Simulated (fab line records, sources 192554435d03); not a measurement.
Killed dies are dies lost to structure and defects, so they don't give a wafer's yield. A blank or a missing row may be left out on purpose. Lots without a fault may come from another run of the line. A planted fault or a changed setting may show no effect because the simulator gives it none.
fab line records | flow n5_finfet
record lots=7 wafers=21
route steps=1938 shown BEOL_M7@1305 BEOL_M8@1339 BEOL_M9@1408 BEOL_M11@1565
start_h: hours from the record's first day to the start of the lot's first wafer shown | wait_h: hours since the lot's step before | " the same as in the row above | L1.1+2: a row that stands for several wafers | - no value, or no start given | * or withheld: withheld | < > ~ a bound
route shown NAME@n: a module of which the file shows steps, and the number in the route of the first | usual: mean/standard deviation of fault-free wafers | same: alike in all rows | chamber/n: place in a boat | sites: the reading at each site | _std_site: their standard deviation | _edge_site: outer sites' mean less inner sites' | radius_mm: how far each site lies from the wafer's centre | mask NAME#n: copy n | behind: the tool/chamber that last shaped the wafer | hold: why the lot was held/for how many hours/how that ended | device: the transistor (n, p or np) that didn't switch | end of line: the same wafers' tests at the end of the route | a step without rows: its recipe alone | killed: dies lost to structure and defects at the first sort, not the wafer's yield | map: a wafer's dies, x killed, . not, _ none there
set.NAME: the setting as run; set.NAME@STEP: as run at that earlier step | model.NAME: the simulator's own value behind a step, which no gauge read
lots whose settings were changed on purpose; a table a step, a row a wafer
## steps
# step N5_BEOL_M7_VIA_ETCH_34
# recipe chemistry=C4F6/O2 target=SiCOH_lowk target_depth_a=1255 mask_material=SOC taper_deg=4 time_s=50.5 ion_energy_ev=250 pressure_mtorr=30 source_w=345 bias_w=185 Ar_flow_sccm=300 C4F6_flow_sccm=10 O2_flow_sccm=10
# columns lot.wafer tool chamber start_h wait_h set.time_s model.etch.depth_nm model.SOC_of_BEOL_M7_COAT_63.thk_nm
L083.3 rie_diel-04 3 258.69 0.0 50.5 126.1 53.6
L083.4 " 2 " " 50.5 123.6 54
L083.5 " 0 " " 50.5 121.7 54
L086.1 rie_diel-03 0 267.59 0.0 50.5 124 54
L086.2 " 1 " " 59.31 146.2 53
L086.5 " 0 " " 50.5 124.7 54
L087.1 rie_diel-03 1 281.92 0.0 58.79 145.1 53
L087.2 " 3 " " 58.79 149.5 52.8
L087.6 " 2 " " 50.5 125.6 54
L090.2 rie_diel-05 2 290.12 0.0 50.5 125.1 54
L090.3 " 0 " " 39.46 100.1 55.2
L090.6 " 0 " " 39.46 99.77 55.4
L089.3 rie_diel-03 2 290.28 0.0 61.4 153.2 52.6
L089.5 " 0 " " 61.4 153.4 52.8
L089.6 " 1 " " 50.5 126 54.2
L092.1 rie_diel-05 1 304.01 0.0 39.5 99.57 54.8
L092.2 " 0 " " 50.5 125.8 53.8
L092.5 " 0 " " 39.5 99.45 54.8
L096.1 rie_diel-05 3 325.93 0.0 50.5 124.1 54.2
L096.3 " 0 " " 50.5 126.9 53.8
L096.5 " 3 " " 50.5 126.1 54
# step N5_BEOL_M7_TRENCH_ETCH_37
# recipe chemistry=C4F6/O2 target_depth_a=934.78 target=SiCOH_lowk time_s=31.2 ion_energy_ev=250 pressure_mtorr=30 source_w=345 bias_w=185 Ar_flow_sccm=300 C4F6_flow_sccm=10 O2_flow_sccm=10
# usual rf_vpp_V=661/6.7
# columns lot.wafer tool chamber start_h wait_h set.bias_w rf_vpp_V
L083.3 rie_diel-04 3 - - 185 650
L083.4 " 2 " " 185 661
L083.5 " 0 " " 185 661
L086.1 rie_diel-03 0 - - 161 598
L086.2 " 1 " " 185 651
L086.5 " 0 " " 161 599
L087.1 rie_diel-03 1 - - 170.7 610
L087.2 " 3 " " 185 664
L087.6 " 2 " " 170.7 624
L090.2 rie_diel-05 2 - - 214.5 752
L090.3 " 0 " " 185 667
L090.6 " 0 " " 185 667
L089.3 rie_diel-03 2 - - 185 665
L089.5 " 0 " " 166.7 615
L089.6 " 1 " " 166.7 599
L092.1 rie_diel-05 1 - - 195.8 690
L092.2 " 0 " " 185 666
L092.5 " 0 " " 185 666
L096.1 rie_diel-05 3 - - 185 658
L096.3 " 0 " " 185 666
L096.5 " 3 " " 185 659
# step N5_BEOL_M7_ETCH_41
# recipe chemistry=CH3F/O2 target=SiCN target_depth_a=319 taper_deg=2 time_s=57.8 ion_energy_ev=120 mask_material=TiN pressure_mtorr=30 source_w=395 bias_w=75 Ar_flow_sccm=150 CH3F_flow_sccm=30 O2_flow_sccm=20
# step N5_BEOL_M7_STRIP_80
# recipe chemistry=N2/H2 time_s=10 power_w=450 temp_c=40 pressure_mtorr=20 rf_frequency_hz=6e+07 bias_power_w=7 n2_flow_sccm=200 h2_flow_sccm=200
# step N5_BEOL_M7_ECD_50
# recipe material=Cu target_thk_a=3000
# step N5_BEOL_M7_ANNEAL_51
# recipe temp_c=225 time_s=90 ambient=N2
# step N5_BEOL_M7_CMP_52
# recipe stop_on=SiCOH_lowk t_overpolish_s=6.9 down_force_psi=1 platen_rpm=50 clearing_platen_down_force_psi=1.5 clearing_platen_rpm=50 post_cmp_clean=cu_alkaline target_thk_nm=80 clearing_platen_pad_velocity_m_s=0.99484 pad_velocity_m_s=0.99484
# columns lot.wafer tool chamber start_h wait_h set.bias_w@BEOL_M7_TRENCH_ETCH_37 model.Cu_of_BEOL_M7_ECD_50.thk_nm
L083.4 cmp-02 1 260.78 0.1 185 79
L083.3 " 0 " " 185 80.4
L083.5 " 1 " " 185 77.4
L086.1 cmp-02 1 270.05 0.3 161 74
L086.2 " 0 " " 185 79.2
L086.5 " 2 " " 161 75
L087.1 cmp-02 1 285.29 0.9 170.7 75.8
L087.2 " 2 " " 185 80.6
L087.6 " 2 " " 170.7 77.8
L090.3 cmp-01 1 292.85 0.2 185 81.2
L090.2 " 3 " " 214.5 85
L090.6 " 1 " " 185 81.4
L089.3 cmp-03 0 293.65 0.2 185 79.2
L089.6 " 2 " " 166.7 76.8
L089.5 " 3 " " 166.7 75.4
L092.2 cmp-03 0 306.21 0.2 185 82.6
L092.1 " 3 " " 195.8 84.4
L092.5 " 0 " " 185 83
L096.1 cmp-03 0 328.75 0.3 185 81.4
L096.3 " 2 " " 185 82
L096.5 " 3 " " 185 81.2
# step N5_BEOL_M7_THK_MEAS_53
# recipe thk_meas_gauge=xrf reads=Cu_of_BEOL_M7_ECD_50
# usual M7_THK=80.2/1.6
# columns lot.wafer tool chamber start_h wait_h set.bias_w@BEOL_M7_TRENCH_ETCH_37 M7_THK[nm]
L083.3 film_metro-01 - 261.08 - 185 80.5
L083.4 " - " " 185 79.1
L083.5 " - " " 185 77.5
L086.1 film_metro-01 - 270.34 - 161 74.1
L086.2 " - " " 185 79.1
L086.5 " - " " 161 75.0
L087.1 film_metro-01 - 285.58 - 170.7 76.1
L087.2 " - " " 185 80.8
L087.6 " - " " 170.7 78.1
L090.2 film_metro-02 - 293.14 - 214.5 84.4
L090.3 " - " " 185 80.8
L090.6 " - " " 185 80.6
L089.3 film_metro-02 - 293.87 - 185 78.0
L089.5 " - " " 166.7 74.6
L089.6 " - " " 166.7 75.7
L092.1 film_metro-02 - 306.51 - 195.8 83.8
L092.2 " - " " 185 81.5
L092.5 " - " " 185 82.2
L096.1 film_metro-02 - 329.01 - 185 81.7
L096.3 " - " " 185 82.0
L096.5 " - " " 185 81.4
# step N5_BEOL_M7_PRE_CLEAN_55
# recipe gas=NH3 time_s=15 temp_c=withheld rf_power_w=300
# step N5_BEOL_M7_DEP_56
# recipe material=SiCN target_thk_a=100 temp_c=withheld precursor=3MS/NH3 pressure_torr=3 rf_w=202 time_s=17.5
# step N5_BEOL_M7_RS_MEAS_57
# recipe thk_meas_gauge=four-point-probe reads=Cu_of_BEOL_M7_ECD_50+Co_of_BEOL_M7_CVD_78+TaN_of_BEOL_M7_ALD_77
# usual M7_RS=0.285/0.0065
# columns lot.wafer tool chamber start_h wait_h set.bias_w@BEOL_M7_TRENCH_ETCH_37 M7_RS[ohm/sq]
L083.3 film_metro-02 - 261.21 0.1 185 0.284
L083.4 " - " " 185 0.290
L083.5 " - " " 185 0.298
L086.1 film_metro-01 - 270.47 0.1 161 0.314
L086.2 " - " " 185 0.290
L086.5 " - " " 161 0.310
L087.1 film_metro-01 - 285.71 0.1 170.7 0.306
L087.2 " - " " 185 0.285
L087.6 " - " " 170.7 0.296
L090.2 film_metro-01 - 293.28 0.1 214.5 0.267
L090.3 " - " " 185 0.282
L090.6 " - " " 185 0.281
L089.3 film_metro-02 - 294.00 0.1 185 0.289
L089.5 " - " " 166.7 0.307
L089.6 " - " " 166.7 0.300
L092.1 film_metro-01 - 306.64 0.1 195.8 0.269
L092.2 " - " " 185 0.276
L092.5 " - " " 185 0.275
L096.1 film_metro-01 - 329.14 0.1 185 0.281
L096.3 " - " " 185 0.279
L096.5 " - " " 185 0.282
# step N5_BEOL_M8_COAT_05
# recipe resist=CAR-ArF spin_rpm=1500 resist_thk_nm=90
# columns lot.wafer tool chamber start_h wait_h set.spin_rpm model.CAR-ArF_of_BEOL_M8_COAT_05.thk_nm
L083.3 litho_track-04 0 - - 1500 90.4
L083.4+5 " 0 " " 1500 90.2
L086.1 litho_track-04 0 - - 1660 85.8
L086.2+5 " 0 " " 1500 90.2
L087.1+2 litho_track-01 0 - - 1500 90.4
L087.6 " 0 " " 1500 90.6
L090.2+3 litho_track-05 0 - - 1597 87
L090.6 " 0 " " 1500 89.6
L089.3 litho_track-05 0 - - 1500 90
L089.5 " 0 " " 1434 92
L089.6 " 0 " " 1434 91.8
L092.1 litho_track-04 0 - - 1500 89.6
L092.2 " 0 " " 1500 90.2
L092.5 " 0 " " 1500 90
L096.1+3+5 litho_track-01 0 - - 1500 90
# step N5_BEOL_M8_DEVELOP_10
# recipe develop_time_s=30 developer=TMAH resist=CAR-ArF rinse_liquid=diw dry=air_spin dev_temp_c=23
# columns lot.wafer tool chamber start_h wait_h set.develop_time_s
L083.3+4+5 litho_track-05 0 - - 30
L086.1+5 litho_track-05 0 - - 25.01
L086.2 " 0 " " 30
L087.1+6 litho_track-05 0 - - 30
L087.2 " 0 " " 27.46
L090.2+3+6 litho_track-05 0 - - 35.11
L089.3+6 litho_track-05 0 - - 27.72
L089.5 " 0 " " 30
L092.1+2+5 litho_track-01 0 - - 26.67
L096.1 litho_track-01 0 - - 35.91
L096.3+5 " 0 " " 30
# step N5_BEOL_M8_DESCUM_16
# recipe chemistry=O2 time_s=7.9 source_power_w=50 bias_power_w=20 pressure_mtorr=20 rf_frequency_hz=2.712e+07 temp_c=40 resist=CAR-ArF o2_flow_sccm=225
# columns lot.wafer tool chamber start_h wait_h set.spin_rpm@BEOL_M8_COAT_05 model.CAR-ArF_of_BEOL_M8_COAT_05.thk_nm
L083.3+5 rie_diel-06 0,1 263.52 0.5 1500 83.8
L083.4 " 2 " " 1500 83.6
L086.1 rie_diel-01 1 273.49 0.0 1660 79.4
L086.2 " 3 " " 1500 83.6
L086.5 " 1 " " 1500 83.8
L087.1 rie_diel-01 0 289.50 0.7 1500 84
L087.2 " 1 " " 1500 83.8
L087.6 " 1 " " 1500 84.2
L090.2+3 rie_diel-02 3,1 297.00 0.0 1597 80.4
L090.6 " 1 " " 1500 82.8
L089.3 rie_diel-02 2 297.48 0.3 1500 83.4
L089.5+6 " 0,3 " " 1434 85.4
L092.1 rie_diel-01 1 308.44 0.0 1500 83.2
L092.2 " 3 " " 1500 83.8
L092.5 " 0 " " 1500 83.6
L096.1 rie_diel-02 0 332.36 0.0 1500 83.2
L096.3+5 " 3 " " 1500 83.4
# step N5_BEOL_M8_ETCH_61
# recipe chemistry=CF4 target=SiARC target_depth_a=455 mask_material=CAR-ArF time_s=75.8 ion_energy_ev=80 pressure_mtorr=40 source_w=545 bias_w=36 Ar_flow_sccm=100 cf4_flow_sccm=100 ends=cleared
# columns lot.wafer tool chamber start_h wait_h set.develop_time_s@BEOL_M8_DEVELOP_10 model.BEOL_M8.cd_offset_nm
L083.3 rie_diel-06 0 263.55 0.0 30 -0.4
L083.4 " 2 " " 30 -0.2
L083.5 " 1 " " 30 -0.6
L086.1 rie_diel-01 1 273.52 0.0 25.01 0
L086.2 " 3 " " 30 1
L086.5 " 1 " " 25.01 -0.2
L087.1 rie_diel-01 0 289.54 0.0 30 0.2
L087.2 " 1 " " 27.46 -0.6
L087.6 " 1 " " 30 0
L090.2+6 rie_diel-02 3,1 297.03 0.0 35.11 0.2
L090.3 " 1 " " 35.11 0.4
L089.3 rie_diel-02 2 297.52 0.0 27.72 -0.4
L089.5 " 0 " " 30 0.2
L089.6 " 3 " " 27.72 -0.8
L092.1 rie_diel-01 1 308.48 0.0 26.67 -0.6
L092.2+5 " 3,0 " " 26.67 -0.4
L096.1 rie_diel-02 0 332.39 0.0 35.91 1
L096.3+5 " 3 " " 30 0.2
# step N5_BEOL_M8_ETCH_62
# recipe chemistry=N2/H2 target=SOC target_depth_a=1100 overetch_a=220 mask_material=SiARC temp_c=40 time_s=165 ion_energy_ev=200 pressure_mtorr=30 source_w=840 bias_w=150 n2_flow_sccm=200 h2_flow_sccm=200
# columns lot.wafer tool chamber start_h wait_h set.develop_time_s@BEOL_M8_DEVELOP_10 model.BEOL_M8.cd_offset_nm
L083.3 rie_diel-06 0 263.61 0.0 30 -0.4
L083.4 " 2 " " 30 0.2
L083.5 " 1 " " 30 -0.6
L086.1 rie_diel-01 1 273.58 0.0 25.01 0
L086.2 " 3 " " 30 1.2
L086.5 " 1 " " 25.01 -0.2
L087.1 rie_diel-01 0 289.60 0.0 30 0
L087.2 " 1 " " 27.46 -0.4
L087.6 " 1 " " 30 0.2
L090.2 rie_diel-02 3 297.09 0.0 35.11 0
L090.3 " 1 " " 35.11 0.4
L090.6 " 1 " " 35.11 0.2
L089.3 rie_diel-02 2 297.58 0.0 27.72 -0.4
L089.5 " 0 " " 30 0.4
L089.6 " 3 " " 27.72 -1
L092.1 rie_diel-01 1 308.53 0.0 26.67 -0.6
L092.2 " 3 " " 26.67 -0.2
L092.5 " 0 " " 26.67 -0.4
L096.1 rie_diel-02 0 332.45 0.0 35.91 1.4
L096.3+5 " 3 " " 30 0
# step N5_BEOL_M8_STRIP_68
# recipe chemistry=N2/H2 temp_c=40 n2_flow_sccm=200 h2_flow_sccm=200 rf_frequency_hz=6e+07
# step N5_BEOL_M8_STRIP_67
# recipe chemistry=CF4 resist=SiARC power_w=300 bias_power_w=75 pressure_mtorr=50 cf4_flow_sccm=150 rf_frequency_hz=6e+07
# step N5_BEOL_M8_HM_OPEN_17
# recipe chemistry=Cl2/BCl3 target_depth_a=200 overetch_a=60 target=TiN mask_material=SOC ion_energy_ev=150 pressure_mtorr=10 icp_w=1000 bias_w=126 Cl2_flow_sccm=53.25 bcl3_flow_sccm=21.75 Ar_flow_sccm=25
# columns lot.wafer tool chamber start_h wait_h set.develop_time_s@BEOL_M8_DEVELOP_10 model.BEOL_M8.cd_offset_nm
L083.3 rie_metal-02 0 263.82 0.1 30 -0.2
L083.4 " 1 " " 30 0.2
L083.5 " 0 " " 30 -0.6
L086.1 rie_metal-02 1 273.77 0.0 25.01 0
L086.2 " 0 " " 30 1.2
L086.5 " 0 " " 25.01 -0.2
L087.1 rie_metal-01 0 289.78 0.0 30 0
L087.2 " 1 " " 27.46 -0.4
L087.6 " 1 " " 30 0.2
L090.2+6 rie_metal-01 1 297.27 0.0 35.11 0.2
L090.3 " 0 " " 35.11 0.4
L089.3 rie_metal-02 1 297.79 0.1 27.72 -0.6
L089.5 " 0 " " 30 0.2
L089.6 " 1 " " 27.72 -1
L092.1 rie_metal-01 0 308.72 0.0 26.67 -0.8
L092.2 " 1 " " 26.67 -0.2
L092.5 " 0 " " 26.67 -0.6
L096.1 rie_metal-01 1 332.64 0.0 35.91 1.4
L096.3+5 " 0 " " 30 0
# step N5_BEOL_M9_COAT_05
# recipe resist=CAR-ArF spin_rpm=1500 resist_thk_nm=90
# columns lot.wafer tool chamber start_h wait_h set.spin_rpm model.CAR-ArF_of_BEOL_M9_COAT_05.thk_nm
L083.3+5 litho_track-04 0 - - 1500 90.2
L083.4 " 0 " " 1500 90.4
L086.1+5 litho_track-03 0 - - 1500 89.8
L086.2 " 0 " " 1500 90.2
L087.1 litho_track-03 0 - - 1343 95
L087.2+6 " 0 " " 1500 90
L090.2 litho_track-03 0 - - 1500 90.2
L090.3 " 0 " " 1500 90.4
L090.6 " 0 " " 1549 88.8
L089.3 litho_track-04 0 - - 1500 90.2
L089.5 " 0 " " 1582 88
L089.6 " 0 " " 1500 90.6
L092.1 litho_track-03 0 - - 1413 92.8
L092.2 " 0 " " 1500 89.8
L092.5 " 0 " " 1413 92.6
L096.1 litho_track-03 0 - - 1500 90.2
L096.3 " 0 " " 1561 88.4
L096.5 " 0 " " 1500 90.4
# step N5_BEOL_M9_EBR_07
# recipe solvent=PGMEA ebr_width_mm=1.5
# step N5_BEOL_M9_SOFTBAKE_06
# recipe temp_c=110 time_s=60 resist=CAR-ArF
# step N5_BEOL_M9_DESCUM_16
# recipe chemistry=O2 time_s=7.9 source_power_w=50 bias_power_w=20 pressure_mtorr=20 rf_frequency_hz=2.712e+07 temp_c=40 resist=CAR-ArF o2_flow_sccm=225
# columns lot.wafer tool chamber start_h wait_h set.spin_rpm@BEOL_M9_COAT_05 model.CAR-ArF_of_BEOL_M9_COAT_05.thk_nm
L083.3+4 rie_diel-04 0,2 273.25 0.0 1500 83.8
L083.5 " 1 " " 1500 83.6
L086.1 rie_diel-03 2 280.80 0.0 1500 83.4
L086.2 " 1 " " 1500 83.6
L086.5 " 3 " " 1500 83.2
L087.1 rie_diel-05 0 297.83 0.6 1343 88.4
L087.2+6 " 2 " " 1500 83.6
L090.2 rie_diel-03 0 305.22 0.6 1500 83.6
L090.3 " 3 " " 1500 83.8
L090.6 " 1 " " 1549 82.2
L089.3 rie_diel-05 1 305.33 0.6 1500 83.6
L089.5 " 1 " " 1582 81.4
L089.6 " 0 " " 1500 84
L092.1 rie_diel-05 3 317.41 0.0 1413 86.2
L092.2 " 0 " " 1500 83.2
L092.5 " 1 " " 1413 86
L096.1 rie_diel-03 3 338.92 0.2 1500 83.6
L096.3 " 0 " " 1561 81.8
L096.5 " 3 " " 1500 83.8
# step N5_BEOL_M9_ETCH_62
# recipe chemistry=N2/H2 target=SOC target_depth_a=1100 overetch_a=220 mask_material=SiARC temp_c=40 time_s=165 ion_energy_ev=200 pressure_mtorr=30 source_w=840 bias_w=150 n2_flow_sccm=200 h2_flow_sccm=200
# columns lot.wafer tool chamber start_h wait_h set.time_s model.SiARC_of_BEOL_M9_COAT_60.thk_nm
L083.3+4 rie_diel-04 0,2 273.34 0.0 165 23.6
L083.5 " 1 " " 165 23.4
L086.1 rie_diel-03 2 280.89 0.0 179.4 23
L086.2 " 1 " " 179.4 23.2
L086.5 " 3 " " 165 23.6
L087.1 rie_diel-05 0 297.91 0.0 165 23.2
L087.2 " 2 " " 165 23.6
L087.6 " 2 " " 165 23.4
L090.2 rie_diel-03 0 305.30 0.0 141 24.6
L090.3 " 3 " " 165 23.6
L090.6 " 1 " " 165 23.8
L089.3 rie_diel-05 1 305.41 0.0 134.2 24.8
L089.5 " 1 " " 134.2 24.6
L089.6 " 0 " " 165 23.4
L092.1 rie_diel-05 3 317.50 0.0 165 23.6
L092.2+5 " 0,1 " " 165 23.4
L096.1 rie_diel-03 3 339.00 0.0 180.5 22.8
L096.3 " 0 " " 180.5 23
L096.5 " 3 " " 165 23.4
# step N5_BEOL_M9_DEP_56
# recipe material=SiCN target_thk_a=150 temp_c=withheld precursor=3MS/NH3 pressure_torr=3 rf_w=202 time_s=26.5
# columns lot.wafer tool chamber start_h wait_h set.time_s model.SiCN_of_BEOL_M9_DEP_56.thk_nm
L083.3 pecvd-04 0 278.30 0.0 26.5 14.6
L083.4 " 2 " " 26.5 14.8
L083.5 " 0 " " 26.5 15
L086.1 pecvd-01 1 285.42 0.0 29.52 16.4
L086.2 " 0 " " 26.5 14.6
L086.5 " 0 " " 29.52 16.6
L087.1 pecvd-01 1 304.86 0.0 24.32 13.6
L087.2 " 0 " " 24.32 13.8
L087.6 " 2 " " 24.32 14.2
L090.2 pecvd-03 1 309.23 0.0 26.5 15.2
L090.3+6 " 2,0 " " 26.5 15
L089.3 pecvd-03 0 309.64 0.0 22.6 12.6
L089.5 " 1 " " 26.5 15
L089.6 " 0 " " 26.5 15.2
L092.1+2 pecvd-03 0,2 321.21 0.0 28.64 16.2
L092.5 " 1 " " 26.5 15.2
L096.1+3 pecvd-01 1,2 345.56 0.0 26.5 14.8
L096.5 " 2 " " 26.5 15.2
# step N5_BEOL_M11_EXPOSE_25
# recipe mask_id=V10 na=1.35 source_shape=annular sigma_inner=0.5 sigma_outer=0.8 polarization=unpolarized dose_mj=85.5
# columns lot.wafer tool chamber start_h wait_h mask set.dose_mj
L083.3+4+5 arfi_scanner-01 0 289.83 - V10#0 85.5
L086.1+2+5 arfi_scanner-01 0 299.48 - V10#0 85.5
L087.1 arfi_scanner-01 0 317.41 - V10#0 85.5
L087.2+6 " 0 " " V10#0 80.66
L089.3+5 arfi_scanner-03 0 319.76 - V10#0 85.5
L089.6 " 0 " " V10#0 90.14
L090.2+3+6 arfi_scanner-01 0 321.01 - V10#0 85.5
L092.1+5 arfi_scanner-01 0 331.55 - V10#0 89.66
L092.2 " 0 " " V10#0 85.5
L096.1+3 arfi_scanner-01 0 360.84 - V10#0 85.5
L096.5 " 0 " " V10#0 89.36
# step N5_BEOL_M11_PEB_26
# recipe peb_temp_c=withheld peb_time_s=60 resist=CAR-ArF
# step N5_BEOL_M11_DEVELOP_27
# recipe develop_time_s=30 developer=TMAH resist=CAR-ArF rinse_liquid=diw dry=air_spin dev_temp_c=23
# step N5_BEOL_M11_CD_MEAS_28
# recipe target_cd_nm=70 landing_energy_ev=500 detector=se_inlens polarity=opening
# usual cd_nm=69.7/0.91
# columns lot.wafer tool chamber start_h wait_h set.dose_mj@BEOL_M11_EXPOSE_25 cd_nm
L083.3 cd_sem-02 0 289.95 - 85.5 69.5
L083.4 " 0 " " 85.5 69.8
L083.5 " 0 " " 85.5 69.4
L086.1 cd_sem-03 0 299.61 - 85.5 70.8
L086.2 " 0 " " 85.5 70.0
L086.5 " 0 " " 85.5 70.2
L087.1 cd_sem-02 0 317.54 - 85.5 70.6
L087.2 " 0 " " 80.66 65.9
L087.6 " 0 " " 80.66 66.0
L089.3 cd_sem-02 0 319.88 - 85.5 68.9
L089.5 " 0 " " 85.5 68.9
L089.6 " 0 " " 90.14 73.3
L090.2 cd_sem-01 0 321.14 - 85.5 69.1
L090.3 " 0 " " 85.5 69.5
L090.6 " 0 " " 85.5 68.5
L092.1 cd_sem-03 0 331.68 - 89.66 73.3
L092.2 " 0 " " 85.5 69.7
L092.5 " 0 " " 89.66 73.0
L096.1 cd_sem-02 0 360.97 - 85.5 69.1
L096.3 " 0 " " 85.5 68.4
L096.5 " 0 " " 89.36 72.5
## key
split step=N5_BEOL_M7_VIA_ETCH_34 setting=time_s stated=50.5 by=wafer
response step=N5_BEOL_M7_VIA_ETCH_34 reading=model.etch.depth_nm change=+1.23 per=1% r=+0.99
response step=N5_BEOL_M7_VIA_ETCH_34 reading=model.SOC_of_BEOL_M7_COAT_63.thk_nm change=-0.0593 per=1% r=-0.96
split step=N5_BEOL_M7_TRENCH_ETCH_37 setting=bias_w stated=185 by=wafer
response step=N5_BEOL_M7_TRENCH_ETCH_37 reading=rf_vpp_V change=+5.07 per=1% r=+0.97
response step=N5_BEOL_M7_CMP_52 reading=model.Cu_of_BEOL_M7_ECD_50.thk_nm change=+0.308 per=1% r=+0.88
response step=N5_BEOL_M7_THK_MEAS_53 reading=M7_THK change=+0.303 per=1% r=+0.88
response step=N5_BEOL_M7_RS_MEAS_57 reading=M7_RS change=-0.00133 per=1% r=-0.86
split step=N5_BEOL_M8_COAT_05 setting=spin_rpm stated=1500 by=wafer
response step=N5_BEOL_M8_COAT_05 reading=model.CAR-ArF_of_BEOL_M8_COAT_05.thk_nm change=-0.412 per=1% r=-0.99
response step=N5_BEOL_M8_DESCUM_16 reading=model.CAR-ArF_of_BEOL_M8_COAT_05.thk_nm change=-0.401 per=1% r=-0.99
split step=N5_BEOL_M8_DEVELOP_10 setting=develop_time_s stated=30 by=wafer
response step=N5_BEOL_M8_ETCH_61 reading=model.BEOL_M8.cd_offset_nm change=+0.058 per=1% r=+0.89
response step=N5_BEOL_M8_ETCH_62 reading=model.BEOL_M8.cd_offset_nm change=+0.0778 per=1% r=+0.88
response step=N5_BEOL_M8_HM_OPEN_17 reading=model.BEOL_M8.cd_offset_nm change=+0.0769 per=1% r=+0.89
split step=N5_BEOL_M9_COAT_05 setting=spin_rpm stated=1500 by=wafer
response step=N5_BEOL_M9_COAT_05 reading=model.CAR-ArF_of_BEOL_M9_COAT_05.thk_nm change=-0.474 per=1% r=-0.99
response step=N5_BEOL_M9_DESCUM_16 reading=model.CAR-ArF_of_BEOL_M9_COAT_05.thk_nm change=-0.463 per=1% r=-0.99
split step=N5_BEOL_M9_ETCH_62 setting=time_s stated=165 by=wafer
response step=N5_BEOL_M9_ETCH_62 reading=model.SiARC_of_BEOL_M9_COAT_60.thk_nm change=-0.0641 per=1% r=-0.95
split step=N5_BEOL_M9_DEP_56 setting=time_s stated=26.5 by=wafer
response step=N5_BEOL_M9_DEP_56 reading=model.SiCN_of_BEOL_M9_DEP_56.thk_nm change=+0.162 per=1% r=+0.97
split step=N5_BEOL_M11_EXPOSE_25 setting=dose_mj stated=85.5 by=wafer
response step=N5_BEOL_M11_CD_MEAS_28 reading=cd_nm change=+0.795 per=1% r=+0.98
